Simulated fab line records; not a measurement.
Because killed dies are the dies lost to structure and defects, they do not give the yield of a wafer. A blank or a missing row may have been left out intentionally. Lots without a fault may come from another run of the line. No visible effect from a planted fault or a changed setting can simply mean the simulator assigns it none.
Split-lot trial    flow n5-finfet    route with 1938 steps; 7 lots, 39 wafers read

## THE SPLIT ITSELF
At N5_BEOL_M12_TRENCH_ETCH_34 (etches SiOC in C4F8/O2/Ar, target depth 318.95 nm, time 125.5 s), the setting target-depth-a was moved away from the recipe's 3189.5 angstrom on 12 of the 39 wafers read, by -52.4% to +30.3%. All remaining wafers had this setting at the recipe value.

## FROM THE SPLIT TO THE READING: what the file shows between them, 10 steps
- N5_BEOL_M12_STRIP_70: strips in C4F8/O2/Ar
- N5_BEOL_M12_OCD_MEAS_35
- N5_BEOL_M12_STRIP_37: strips in N2/H2
- N5_BEOL_M12_ETCH_38: etches SiCN in CF4/N2, target depth 68.7 nm, time 73.4 s
- N5_BEOL_M12_ECD_47: material Cu, target thk 720 nm
- N5_BEOL_M12_ANNEAL_48: time 90 s
- N5_BEOL_M12_CMP_49: polishes, stops on SiOC, t overpolish 20.6 s, target thk 320 nm
- N5_BEOL_M12_THK_MEAS_50: measures by xrf
- N5_BEOL_M12_PRE_CLEAN_52: time 15 s
- N5_BEOL_M12_DEP_53: deposits SiCN from 3MS/NH3, target thk 30 nm, time 10.5 s

## THE READING
M12_RS in ohm/sq, measured at N5_BEOL_M12_RS_MEAS_54 by four-point-probe. A value of 0.0598 ohm/sq with a standard deviation of 0.00086 ohm/sq is what fault-free wafers of this fab line usually give.

wafer   tool, chamber at the split  target-depth-a as run, angstrom  against the recipe  M12_RS, ohm/sq  against lot-mates on the recipe
L079.1  rie-diel-01, 0              3189.5                           recipe              0.0599          -
L079.2  rie-diel-01, 1              3189.5                           recipe              0.0602          -
L079.3  rie-diel-01, 2              1523                             -52.2%              0.1342          +0.0743
L079.4  rie-diel-01, 0              3189.5                           recipe              0.0595          -
L079.5  rie-diel-01, 1              1523                             -52.2%              0.1316          +0.0717
L079.6  rie-diel-01, 2              1523                             -52.2%              0.1351          +0.0752
L084.1  rie-diel-01, 2              1518                             -52.4%              0.1299          +0.0705
L084.2  rie-diel-01, 1              3189.5                           recipe              0.0603          -
L084.3  rie-diel-01, 3              1518                             -52.4%              0.1333          +0.0739
L084.4  rie-diel-01, 0              3189.5                           recipe              0.0589          -
L084.5  rie-diel-01, 0              3189.5                           recipe              0.0591          -
L084.6  rie-diel-01, 3              1518                             -52.4%              0.1324          +0.0730
L090.1  rie-diel-06, 0              3189.5                           recipe              0.0598          -
L090.2  rie-diel-06, 2              3189.5                           recipe              0.0606          -
L090.3  rie-diel-06, 3              2259                             -29.2%              0.0859          +0.0265
L090.4  rie-diel-06, 1              3189.5                           recipe              0.0577          -
L090.5  rie-diel-06, 2              2259                             -29.2%              0.0868          +0.0274
L090.6  rie-diel-06, 3              2259                             -29.2%              0.0850          +0.0256
L091.1  rie-diel-01, 3              3189.5                           recipe              0.0598          -
L091.2  rie-diel-01, 0              3189.5                           recipe              0.0595          -
L091.3  rie-diel-01, 1              3189.5                           recipe              0.0593          -
L091.4  rie-diel-01, 0              3189.5                           recipe              0.0591          -
L091.5  rie-diel-01, 1              3189.5                           recipe              0.0601          -
L091.6  rie-diel-01, 3              3189.5                           recipe              0.0599          -
L093.1  rie-diel-01, 3              3189.5                           recipe              0.0593          -
L093.2  rie-diel-01, 0              3189.5                           recipe              0.0587          -
L093.3  rie-diel-01, 1              3189.5                           recipe              0.0605          -
L093.4  rie-diel-01, 3              3189.5                           recipe              0.0587          -
L093.5  rie-diel-01, 0              3189.5                           recipe              0.0593          -
L093.6  rie-diel-01, 1              3189.5                           recipe              0.0601          -
L094.1  rie-diel-02, 0              3189.5                           recipe              0.0610          -
L094.2  rie-diel-02, 1              4157                             +30.3%              0.0446          -0.0153
L094.3  rie-diel-02, 3              4157                             +30.3%              0.0466          -0.0133
L094.4  rie-diel-02, 1              3189.5                           recipe              0.0580          -
L094.5  rie-diel-02, 3              4157                             +30.3%              0.0464          -0.0135
L094.6  rie-diel-02, 0              3189.5                           recipe              0.0608          -
L092.1  rie-diel-02, 1              3189.5                           recipe              0.0577          -
L092.3  rie-diel-02, 3              3189.5                           recipe              0.0606          -
L092.4  rie-diel-02, 2              3189.5                           recipe              0.0591          -

THE FIT
A straight line over all 39 wafers: M12_RS changes by -0.00118 ohm/sq for each +1% of target-depth-a; r = -0.96; the points scatter about the line by 0.0077 ohm/sq.
The same after taking each lot's own level away (the mean of its wafers on the recipe; 39 wafers): -0.00118 ohm/sq for each +1%; r = -0.96; scatter 0.0075 ohm/sq.
According to that fit, moving target-depth-a by its largest amount changes the reading by 0.062 ohm/sq.
Across the lots, their own levels run from 0.05913 to 0.05993 ohm/sq, a range of 0.9 times the standard deviation given above.
The two slopes agree, so the slope changes little with the lot-to-lot level.
Check: +0.0639 ohm/sq against its lot-mates is what the line predicts for one of the wafers moved furthest among these (-52.4%) when that wafer is left out of the fit. It came out at +0.0705 ohm/sq against them.

## THE WHOLE CHAIN: every reading that the file lists as answering this split, in the file's order
step                        what it does                                                     reading                                                                        change (the file's fit)               r (the file's)
N5_BEOL_M12_TRENCH_ETCH_34  etches SiOC in C4F8/O2/Ar, target depth 318.95 nm, time 125.5 s  etch.depth-nm (the simulator's own value, which no gauge read)                 +3.23 nm for each +1% of the setting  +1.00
N5_BEOL_M12_OCD_MEAS_35                                                                      trench-depth-nm                                                                +3.23 nm for each +1% of the setting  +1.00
N5_BEOL_M12_CMP_49          polishes, stops on SiOC, t overpolish 20.6 s, target thk 320 nm  Cu_of_BEOL_M12_ECD_47.thk-nm (the simulator's own value, which no gauge read)  +3.24 nm for each +1% of the setting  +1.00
N5_BEOL_M12_THK_MEAS_50     measures by xrf                                                  M12_THK                                                                        +3.27 for each +1% of the setting     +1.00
N5_BEOL_M12_RS_MEAS_54      measures by four-point-probe                                     M12_RS                                                                         -0.00122 for each +1% of the setting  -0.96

## FILE'S OWN FIT
M12_RS changes by -0.00122 ohm/sq for each +1% of target-depth-a, r = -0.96.
